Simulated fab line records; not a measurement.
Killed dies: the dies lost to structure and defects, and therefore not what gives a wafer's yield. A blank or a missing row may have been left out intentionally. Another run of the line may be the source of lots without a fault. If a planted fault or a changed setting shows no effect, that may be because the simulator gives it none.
Matching of chambers ; flow n5Finfet ; 4 sister chambers for N5_HKMG_FIN_ETCH_32 on rieDiel-01
The step etches SOC in N2/H2, target depth 240 nm, time 300 s. 18 wafers are shown with their chamber, then 9 later ones without.

## WAFERS PAIRED WITH THEIR CHAMBERS
wafer;chamber;showerheadPlenumPTorr (Torr);drypumpMotorCurrentA (A);throttleValvePct (%)
L079.4;0;2.61;5.9;18.01
L079.5;0;2.61;5.9;18.01
L079.6;3;2.69;6.2;18.24
L081.2;1;2.46;6.1;18.01
L081.4;2;2.71;5.6;17.26
L081.6;1;2.46;6.1;18.00
L083.1;3;2.68;6.2;18.24
L083.2;1;2.46;6.1;18.01
L083.6;3;2.68;6.2;18.26
L084.1;2;2.71;5.6;17.29
L084.2;3;2.68;6.2;18.25
L084.4;1;2.45;6.1;18.00
L085.1;1;2.45;6.1;18.02
L085.2;2;2.71;5.6;17.29
L085.4;2;2.71;5.6;17.27
L089.1;3;2.68;6.2;18.30
L089.4;0;2.60;5.9;17.58
L089.6;1;2.45;6.0;18.05

SIGNATURES (averages over the wafers above)
reading;chamber 0;chamber 1;chamber 2;chamber 3;scatter within a chamber
showerheadPlenumPTorr;2.6067;2.4550;2.7100;2.6820;0.0046
drypumpMotorCurrentA;5.900;6.083;5.600;6.200;0.0244
throttleValvePct;17.8667;18.0150;17.2775;18.2580;0.0957
Rule: a wafer lies at a distance from a chamber equal to the root of the sum of squares, over the readings, of (its reading less the chamber's mean, divided by the reading's scatter). The wafer belongs to the nearest chamber; if the next one is less than 2 further off, it can't be placed. The scatter: take each reading less its chamber's mean, square it, sum over the shown wafers, divide by the number of wafers less the number of chambers, and take the root.

## WAFERS WITH NO CHAMBER GIVEN
wafer;showerheadPlenumPTorr (Torr);drypumpMotorCurrentA (A);throttleValvePct (%)
L090.1;2.45;6.1;18.04
L090.2;2.60;5.9;17.56
L090.5;2.60;6.0;17.56
L096.1;2.67;6.2;18.30
L096.3;2.44;6.1;18.07
L096.5;2.60;5.9;17.59
L097.3;2.60;5.9;17.60
L097.4;2.44;6.1;18.06
L097.6;2.69;5.6;17.34

## CHAMBER TAKEN BY EACH
wafer;from the rows above;in truth
L090.1;1;1
L090.2;0;0
L090.5;0;0
L096.1;3;3
L096.3;1;1
L096.5;0;0
L097.3;0;0
L097.4;1;1
L097.6;2;2
9 of 9 placed correctly. Left unplaced by these rows: 0. Placed wrongly: 0.
